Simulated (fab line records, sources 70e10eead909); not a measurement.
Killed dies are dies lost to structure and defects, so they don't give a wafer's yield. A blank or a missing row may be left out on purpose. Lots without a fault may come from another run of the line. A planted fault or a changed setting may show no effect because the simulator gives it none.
fab line records | flow nand_harc
record lots=12 wafers=36 last_day=33
route steps=1302 shown A_CHANNEL_HOLE_D1@470 END@1302
lots that met no fault: from a run of the same line without faults
start_h: hours from the record's first day to the start of the lot's first wafer shown | wait_h: hours since the lot's step before | " the same as in the row above | L1.1+2: a row that stands for several wafers | - no value, or no start given | * or withheld: withheld | < > ~ a bound
route shown NAME@n: a module of which the file shows steps, and the number in the route of the first | usual: mean/standard deviation of fault-free wafers | same: alike in all rows | chamber/n: place in a boat | sites: the reading at each site | _std_site: their standard deviation | _edge_site: outer sites' mean less inner sites' | radius_mm: how far each site lies from the wafer's centre | mask NAME#n: copy n | behind: the tool/chamber that last shaped the wafer | hold: why the lot was held/for how many hours/how that ended | device: the transistor (n, p or np) that didn't switch | end of line: the same wafers' tests at the end of the route | a step without rows: its recipe alone | killed: dies lost to structure and defects at the first sort, not the wafer's yield | map: a wafer's dies, x killed, . not, _ none there
set.NAME: the setting as run; set.NAME@STEP: as run at that earlier step | model.NAME: the simulator's own value behind a step, which no gauge read
steps of the route over a sample of lots; a table a step, a row a wafer
services: from which hour (start_h, from the record's first day; less than 0 if before it) a tool's chamber was out of use, for how many hours, and why
## steps
# step NHARC_A_CHANNEL_HOLE_D1_CD_MEAS_18
# usual cd_nm=97.3/2.7
# columns lot.wafer tool chamber start_h wait_h cd_nm
L787.2 cd_sem-03 - 173.61 - 98.2
L787.3 " - " " 94.8
L787.6 " - " " 99.3
L788.3 cd_sem-01 - 184.15 - 97.5
L788.4 " - " " 99.4
L788.6 " - " " 100.3
L790.1 cd_sem-02 - 206.26 - 98.8
L790.4 " - " " 99.4
L790.5 " - " " 101.3
L794.1 cd_sem-03 - 265.51 - 93.7
L794.4 " - " " 97.0
L794.6 " - " " 93.5
L796.2 cd_sem-02 - 278.48 - 100.2
L796.3 " - " " 96.5
L796.4 " - " " 96.2
L804.1 cd_sem-02 - 346.87 - 94.4
L804.3 " - " " 98.6
L804.4 " - " " 95.6
L803.1 cd_sem-03 - 347.02 - 100.6
L803.4 " - " " 93.3
L803.5 " - " " 97.4
L806.2 cd_sem-03 - 368.52 - 97.1
L806.4 " - " " 99.1
L806.6 " - " " 96.0
L805.2 cd_sem-03 - 368.89 - 92.2
L805.3 " - " " 94.3
L805.4 " - " " 93.7
L808.2 cd_sem-02 - 401.26 - 97.6
L808.5 " - " " 95.4
L808.6 " - " " 94.2
L809.1 cd_sem-02 - 408.66 - 96.2
L809.3 " - " " 98.2
L809.6 " - " " 97.7
L810.1 cd_sem-02 - 413.21 - 99.4
L810.2 " - " " 98.7
L810.3 " - " " 99.0
# step NHARC_A_CHANNEL_HOLE_D1_ETCH_26
# recipe bias_v=300 source_w=2000 pressure_mtorr=30 time_s=224.1 ar_flow_sccm=375 c4f8_flow_sccm=11.4 o2_flow_sccm=113.6 temp_c=-20 target_depth_a=3000 chemistry=C4F8/O2/Ar
# usual chamber_pressure_mTorr=30.004/0.03 drypump_motor_current_A=5.46/0.29 showerhead_plenum_p_Torr=3.67/0.1 throttle_valve_pct=24.584/0.0085
# columns lot.wafer tool chamber start_h wait_h chamber_pressure_mTorr drypump_motor_current_A rf_hours_counter_h showerhead_plenum_p_Torr throttle_valve_pct
L787.2 har_etch-02 1 177.50 0.6 30.029 5.66 299 3.81 24.583
L787.3 " 1 " " 29.968 5.69 - 3.81 24.571
L787.6 " 0 " " 29.983 5.22 - 3.68 24.580
L788.4 har_etch-02 1 190.19 0.5 30.016 5.66 - 3.81 24.596
L788.3 " 0 " " 30.049 5.21 - 3.67 24.594
L788.6 " 0 " " 30.035 5.22 - 3.67 24.581
L790.1 har_etch-02 0 211.98 0.7 29.986 5.21 306 3.67 24.578
L790.4 " 0 " " 29.999 5.20 - 3.67 24.573
L790.5 " 0 " " 30.033 5.22 - 3.67 24.581
L794.1 har_etch-01 1 271.64 0.6 30.013 5.82 134 3.58 24.592
L794.4 " 0 " " 30.022 5.13 - 3.67 24.606
L794.6 " 1 " " 29.974 5.81 - 3.58 24.575
L796.2 har_etch-02 1 282.35 0.6 29.985 5.67 359 3.78 24.601
L796.3 " 0 " " 29.983 5.24 - 3.65 24.579
L796.4 " 1 " " 30.016 5.68 - 3.78 24.595
L804.1 har_etch-02 1 350.72 0.7 29.975 5.67 393 3.76 24.592
L804.3 " 1 " " 29.953 5.66 - 3.76 24.574
L804.4 " 0 " " 30.014 5.22 - 3.63 24.565
L803.1 har_etch-01 0 350.84 0.7 30.031 5.13 184 3.64 24.584
L803.4 " 1 " " 30.018 5.81 - 3.56 24.586
L803.5 " 1 " " 30.016 5.81 - 3.56 24.584
L806.2 har_etch-02 1 374.34 0.6 29.998 5.71 409 3.75 24.581
L806.4 " 0 " " 30.011 5.22 - 3.62 24.583
L806.6 " 0 " " 29.948 5.20 - 3.62 24.553
L805.2 har_etch-01 1 374.89 0.6 29.998 5.81 199 3.55 24.591
L805.3 " 0 " " 30.036 5.14 - 3.64 24.569
L805.4 " 1 " " 29.999 5.79 - 3.55 24.580
L808.2 har_etch-02 0 405.18 0.6 29.973 5.23 7 3.99 24.591
L808.5 " 1 " " 30.003 5.68 - 3.74 24.583
L808.6 " 0 " " 30.029 5.22 - 3.99 24.583
L809.1 har_etch-01 1 412.56 0.6 30.015 5.81 226 3.53 24.585
L809.3 " 1 " " 30.005 5.80 - 3.53 24.582
L809.6 " 1 " " 30.025 5.82 - 3.53 24.586
L810.2 har_etch-02 1 419.07 0.7 29.998 5.71 19 3.74 24.591
L810.1 " 0 " " 30.010 5.24 19 3.98 24.586
L810.3 " 0 " " 30.045 5.22 - 3.98 24.582
# step NHARC_A_CHANNEL_HOLE_D1_STRIP_42
# recipe cf4_flow_sccm=100 chf3_flow_sccm=30 ar_flow_sccm=0 bias_w=0 chemistry=CF4/CHF3
# columns lot.wafer tool chamber start_h wait_h
L787.2+3+6 rie_diel-06 0,2,1 178.30 0.1
L788.4+3+6 rie_diel-04 0,1,3 190.96 0.1
L790.4+1+5 rie_diel-02 2,1,2 212.80 0.1
L794.4+1+6 rie_diel-06 0,1,3 272.42 0.1
L796.3+2+4 rie_diel-06 2,3,0 283.14 0.1
L804.1+4+3 rie_diel-06 1,3,0 351.54 0.1
L803.1+4+5 rie_diel-02 0,2,0 351.66 0.1
L806.2+4+6 rie_diel-06 2,3,1 375.13 0.1
L805.2+3+4 rie_diel-04 0,2,0 375.74 0.1
L808.2+6+5 rie_diel-06 3,0,1 405.99 0.1
L809.1+3+6 rie_diel-02 0,3,0 413.35 0.1
L810.3+1+2 rie_diel-06 3,1,2 419.89 0.1
# step NHARC_A_CHANNEL_HOLE_D1_STRIP_27
# recipe o2_flow_sccm=500 ar_flow_sccm=0 bias_w=0 chemistry=O2
# usual chamber_pressure_mTorr=60.01/0.051 drypump_motor_current_A=5.8/0.44 oes_product_au=1.000/0.01 rf_vpp_V=57.6/0.89 showerhead_plenum_p_Torr=3.47/0.17 throttle_valve_pct=17.036/0.0099
# columns lot.wafer tool chamber start_h wait_h chamber_pressure_mTorr drypump_motor_current_A oes_product_au rf_hours_counter_h rf_vpp_V showerhead_plenum_p_Torr throttle_valve_pct
L787.2 rie_diel-06 3 - - 60.06 6.1 1.012 4 56.7 3.31 17.042
L787.3 " 0 " " 60.03 6.4 0.986 3 58.9 3.34 17.030
L787.6 " 2 " " 60.07 5.8 0.999 - 57.6 3.67 17.044
L788.3 rie_diel-04 2 - - 60.06 4.8 1.007 0 57.5 3.62 17.032
L788.4 " 3 " " 59.98 5.6 0.987 1 58.7 3.81 17.049
L788.6 " 1 " " 60.01 6.0 1.014 - 56.6 3.31 17.040
L790.1 rie_diel-02 3 - - 60.04 5.1 0.997 49 58.3 3.54 17.034
L790.4 " 1 " " 60.00 5.7 1.004 57 55.1 3.30 17.036
L790.5 " 2 " " 60.04 5.3 0.978 - 57.5 3.51 17.041
L794.1 rie_diel-06 1 - - 60.03 5.9 0.980 13 58.0 3.37 17.036
L794.4 " 2 " " 60.05 5.8 1.001 14 59.0 3.67 17.035
L794.6 " 3 " " 60.02 6.1 0.998 - 57.4 3.31 17.038
L796.4 rie_diel-06 2 - - 59.98 5.8 1.007 15 59.7 3.67 17.039
L796.2 " 3 " " 59.97 6.1 1.006 14 58.2 3.31 17.031
L796.3 " 0 " " 59.93 6.4 0.999 12 58.5 3.33 17.026
L804.3 rie_diel-06 2 - - 59.97 5.8 1.013 2 57.2 3.67 17.030
L804.4 " 3 " " 60.03 6.1 1.009 2 58.2 3.31 17.032
L804.1 " 0 " " 59.99 6.4 1.014 2 58.9 3.33 17.050
L803.4 rie_diel-02 3 - - 60.05 5.1 0.982 43 57.2 3.52 17.022
L803.1 " 0 " " 59.94 6.4 1.000 39 57.8 3.67 17.022
L803.5 " 2 " " 59.91 5.3 1.012 - 57.1 3.48 17.036
L806.4 rie_diel-06 1 - - 60.04 5.9 1.006 5 57.3 3.36 17.050
L806.2 " 2 " " 60.03 5.8 1.006 5 58.8 3.66 17.038
L806.6 " 0 " " 60.05 6.4 1.003 - 56.4 3.33 17.031
L805.2 rie_diel-04 3 - - 59.96 5.6 0.999 4 57.5 3.77 17.039
L805.3 " 0 " " 60.02 5.3 0.996 4 58.4 3.66 17.035
L805.4 " 2 " " 60.05 4.8 0.996 - 58.4 3.59 17.033
L808.2 rie_diel-06 1 - - 59.94 5.9 1.015 7 56.5 3.36 17.029
L808.5 " 3 " " 60.07 6.1 1.009 - 58.0 3.30 17.026
L808.6 " 0 " " 59.99 6.4 1.015 - 58.0 3.33 17.042
L809.1 rie_diel-02 0 - - 60.05 6.4 0.999 3 57.3 3.66 17.045
L809.3 " 2 " " 59.96 5.3 0.984 2 55.0 3.47 17.032
L809.6 " 0 " " 59.98 6.4 0.993 - 59.2 3.66 17.032
L810.2 rie_diel-06 0 - - 60.03 6.4 1.007 7 57.6 3.33 17.030
L810.1 " 1 " " 59.99 5.9 0.993 8 57.7 3.36 17.034
L810.3 " 3 " " 59.95 6.1 1.006 7 56.4 3.30 17.045
# step NHARC_A_CHANNEL_HOLE_D1_INSPECT_40
# usual raw_defect_count=71/26
# columns lot.wafer tool chamber start_h wait_h raw_defect_count
L787.2 defect_inspect-02 - 179.41 - 90
L787.3 " - " " 90
L787.6 " - " " 81
L788.3 defect_inspect-01 - 192.07 - 103
L788.4 " - " " 105
L788.6 " - " " 106
L790.1 defect_inspect-02 - 213.90 - 84
L790.4 " - " " 95
L790.5 " - " " 114
L794.1 defect_inspect-01 - 273.52 - 420
L794.4 " - " " 380
L794.6 " - " " 429
L796.2 defect_inspect-01 - 284.24 - 474
L796.3 " - " " 472
L796.4 " - " " 425
L804.1 defect_inspect-02 - 352.63 - 116
L804.3 " - " " 125
L804.4 " - " " 100
L803.1 defect_inspect-01 - 352.77 - 50
L803.4 " - " " 75
L803.5 " - " " 39
L806.2 defect_inspect-02 - 376.24 - 124
L806.4 " - " " 83
L806.6 " - " " 94
L805.2 defect_inspect-02 - 377.21 - 47
L805.3 " - " " 53
L805.4 " - " " 50
L808.2 defect_inspect-01 - 407.08 - 54
L808.5 " - " " 50
L808.6 " - " " 69
L809.1 defect_inspect-01 - 414.46 - 83
L809.3 " - " " 80
L809.6 " - " " 101
L810.1 defect_inspect-01 - 420.99 - 35
L810.2 " - " " 40
L810.3 " - " " 50
# step NHARC_END_SORT_01
# recipe temp_c=25
# usual killed_at_array=46/15 killed_at_other=1.0/1.3 killed_at_periphery=4/3 killed_dies=51/15 killed_open=3.2/1.8 killed_short=2.5/1.5
# same gross_dies=677
# columns lot.wafer tool chamber start_h wait_h killed_at_array killed_at_other killed_at_periphery killed_dies killed_open killed_short
L794.1 prober-02 0 654.69 2.5 91 2 3 96 4 2
L794.4 prober-02 0 657.12 3.4 69 3 2 74 3 0
L794.6 prober-02 0 658.74 4.0 103 2 0 105 5 1
L796.2 prober-01 0 655.54 2.8 133 1 10 144 3 3
L796.3 prober-01 0 656.35 3.1 128 1 5 134 2 3
L796.4 prober-01 0 657.15 3.4 110 3 3 116 2 1
L804.1 prober-01 0 739.83 2.5 76 0 2 78 1 5
L804.3 prober-01 0 741.42 3.1 79 4 3 86 7 3
L804.4 prober-01 0 742.21 3.4 64 1 4 69 5 2
L806.2 prober-02 0 748.33 2.8 66 0 3 69 7 2
L806.4 prober-02 0 749.93 3.4 43 0 0 43 3 0
L806.6 prober-02 0 751.53 4.0 44 0 1 45 1 1
L805.2 prober-01 0 748.37 2.8 47 6 2 55 3 4
L805.3 prober-01 0 749.16 3.1 48 5 10 63 2 0
L805.4 prober-01 0 749.96 3.4 42 2 4 48 4 3
# killed by level:class
L794.1 A_CHANNEL_HOLE_D1:unspecified=52 A_SLIT:chamber_film_flake=18 A_CHANNEL_HOLE_D1:chamber_film_flake=7 A_CHANNEL_HOLE_D2:chamber_film_flake=5 P_M0:geometric_particle:open=2 A_STAIRCASE:chamber_film_flake=2 A_BONDPAD:chamber_film_flake=2 THIN_TSV:chamber_film_flake=2
L796.2 A_CHANNEL_HOLE_D1:unspecified=49 A_CHANNEL_HOLE_D1:chamber_film_flake=32 A_SLIT:chamber_film_flake=21 A_CHANNEL_HOLE_D2:chamber_film_flake=8 A_CONTACT:chamber_film_flake=7 A_WL_FILL:chamber_film_flake=4 P_STI:chamber_film_flake=3 P_GATE:chamber_film_flake=3
L796.3 A_CHANNEL_HOLE_D1:unspecified=74 A_SLIT:chamber_film_flake=21 A_CHANNEL_HOLE_D1:chamber_film_flake=15 A_CONTACT:chamber_film_flake=6 A_CHANNEL_HOLE_D2:chamber_film_flake=5 P_ZERO_WELL:chamber_film_flake=3 P_M1:geometric_particle:open=1 A_CHANNEL_HOLE_D1:geometric_particle:open=1
L794.4 A_CHANNEL_HOLE_D1:unspecified=39 A_SLIT:chamber_film_flake=19 A_CHANNEL_HOLE_D2:chamber_film_flake=4 A_ZERO_WELL:chamber_film_flake=2 THIN_TSV:chamber_film_flake=2 P_GATE:geometric_particle:open=1 A_ONON_D2:geometric_particle:open=1 A_CHANNEL_HOLE_D2:geometric_particle:open=1
L796.4 A_CHANNEL_HOLE_D1:unspecified=38 A_CHANNEL_HOLE_D1:chamber_film_flake=37 A_SLIT:chamber_film_flake=18 A_CHANNEL_HOLE_D2:chamber_film_flake=7 A_CONTACT:chamber_film_flake=3 THIN_TSV:chamber_film_flake=3 P_GATE:chamber_film_flake=2 A_CHANNEL_FILL_D1:geometric_particle:short=1
L794.6 A_CHANNEL_HOLE_D1:unspecified=54 A_SLIT:chamber_film_flake=24 A_CHANNEL_HOLE_D2:chamber_film_flake=7 A_CONTACT:chamber_film_flake=3 A_ZERO_WELL:chamber_film_flake=2 A_STAIRCASE:chamber_film_flake=2 A_WL_FILL:chamber_film_flake=2 THIN_TSV:chamber_film_flake=2
L804.1 A_CHANNEL_HOLE_D1:chamber_film_flake=27 A_SLIT:chamber_film_flake=20 A_CHANNEL_HOLE_D2:chamber_film_flake=13 A_CONTACT:chamber_film_flake=8 A_STAIRCASE:chamber_film_flake=3 P_M0:geometric_particle:short=2 A_ONON_D1:geometric_particle:short=2 A_CHANNEL_FILL_D1:geometric_particle:short=1
L804.3 A_CHANNEL_HOLE_D1:chamber_film_flake=31 A_SLIT:chamber_film_flake=25 A_CHANNEL_HOLE_D2:chamber_film_flake=8 A_STAIRCASE:chamber_film_flake=4 A_CHANNEL_HOLE_D1:geometric_particle:open=3 A_CHANNEL_HOLE_D1:geometric_particle:short=2 A_CHANNEL_FILL_D2:chamber_film_flake=2 A_CONTACT:chamber_film_flake=2
L804.4 A_CHANNEL_HOLE_D1:chamber_film_flake=18 A_CHANNEL_HOLE_D2:chamber_film_flake=17 A_SLIT:chamber_film_flake=15 A_CONTACT:chamber_film_flake=5 A_WL_FILL:chamber_film_flake=2 P_CONTACT:geometric_particle:open=1 A_SOURCE_PLATE:geometric_particle:short=1 A_SOURCE_PLATE:geometric_particle:open=1
L806.2 A_CHANNEL_HOLE_D1:chamber_film_flake=27 A_CHANNEL_HOLE_D2:chamber_film_flake=25 A_SLIT:chamber_film_flake=4 A_ONON_D1:geometric_particle:open=2 A_STAIRCASE:chamber_film_flake=2 P_GATE:geometric_particle:open=1 P_M1:geometric_particle:open=1 A_ONON_D2:geometric_particle:open=1
L805.2 A_SLIT:chamber_film_flake=25 THIN_TSV:chamber_film_flake=6 A_CONTACT:chamber_film_flake=5 A_CHANNEL_HOLE_D1:chamber_film_flake=4 A_ONON_D2:geometric_particle:short=3 A_ZERO_WELL:chamber_film_flake=2 A_DECK1_JOINT:chamber_film_flake=2 A_STAIRCASE:chamber_film_flake=2
L805.3 A_SLIT:chamber_film_flake=20 A_STAIRCASE:chamber_film_flake=11 A_CHANNEL_HOLE_D1:chamber_film_flake=8 A_CONTACT:chamber_film_flake=5 P_GATE:chamber_film_flake=5 P_M2:chamber_film_flake=3 THIN_TSV:chamber_film_flake=3 HYBRID_BOND:chamber_film_flake=2
L806.4 A_CHANNEL_HOLE_D2:chamber_film_flake=18 A_CHANNEL_HOLE_D1:chamber_film_flake=17 A_SLIT:chamber_film_flake=3 A_ONON_D1:geometric_particle:open=1 A_DECK1_JOINT:geometric_particle:open=1 A_M0:geometric_particle:open=1 A_STAIRCASE:chamber_film_flake=1 A_CONTACT:chamber_film_flake=1
L805.4 A_SLIT:chamber_film_flake=18 A_CHANNEL_HOLE_D1:chamber_film_flake=6 A_CONTACT:chamber_film_flake=6 A_STAIRCASE:chamber_film_flake=5 A_DECK1_JOINT:chamber_film_flake=2 THIN_TSV:chamber_film_flake=2 P_GATE:geometric_particle:short=1 P_CONTACT:geometric_particle:open=1
L806.6 A_CHANNEL_HOLE_D2:chamber_film_flake=20 A_CHANNEL_HOLE_D1:chamber_film_flake=16 A_SLIT:chamber_film_flake=3 A_STAIRCASE:chamber_film_flake=2 A_DECK1_JOINT:geometric_particle:open=1 A_BLC:geometric_particle:short=1 P_CONTACT:chamber_film_flake=1 A_DECK1_JOINT:chamber_film_flake=1
## services
# columns tool chamber start_h hours kind
rie_diel-06 0 163.73 - clean
rie_diel-06 1 163.73 - clean
rie_diel-06 2 163.73 - clean
rie_diel-06 3 163.73 - clean
rie_diel-06 0 167.20 8.6 repair
rie_diel-04 - 178.05 9.0 pm
rie_diel-02 1 178.38 5.0 repair
rie_diel-06 0 188.23 - clean
rie_diel-06 1 188.23 - clean
rie_diel-06 2 188.23 - clean
rie_diel-06 3 188.23 - clean
rie_diel-04 0 206.95 14.8 repair
rie_diel-02 - 217.62 9.0 pm
rie_diel-04 3 220.18 7.9 repair
rie_diel-02 - 254.62 0.6 repair
rie_diel-04 1 287.23 1.5 repair
rie_diel-04 - 295.55 0.4 repair
rie_diel-06 - 307.23 9.0 pm
rie_diel-02 0 319.48 10.2 repair
rie_diel-04 - 355.05 9.0 pm
rie_diel-04 1 373.40 9.3 repair
rie_diel-02 2 377.30 7.1 repair
har_etch-02 - 378.86 17.0 pm
rie_diel-02 - 394.62 9.0 pm
## key
first_sign step=NHARC_A_CHANNEL_HOLE_D1_INSPECT_40 reading=raw_defect_count direction=up sigmas=14 usual=71 struck=433
effect step=NHARC_END_SORT_01 reading=killed_dies direction=up sigmas=4.1 usual=51 struck=112
more_kills_born_at NHARC_A_CHANNEL_HOLE_D1_STRIP_42@rie_diel-06=306
met_at NHARC_A_CHANNEL_HOLE_D1_STRIP_42
struck_lots L794,L796
tester_left_out L794,L796
not_acting_at NHARC_A_CHANNEL_HOLE_D1_CD_MEAS_18,NHARC_A_CHANNEL_HOLE_D1_ETCH_26,NHARC_A_CHANNEL_HOLE_D1_STRIP_27
onset_between 178.30 272.42
fault kind=chamber_particle_source tool=rie_diel-06 chamber=- onset_h=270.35 steps=NHARC_A_CHANNEL_HOLE_D1_STRIP_42 rate_per_visit_cm2=0.57154 end_h=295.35
# tester_left_out: of these lots the tester's yield and bins aren't shown, on N5 and GAA mostly nor the transistor test; their killed dies are dies lost to structure and defects alone, not to doping, threshold or leakage, so they don't give the yield
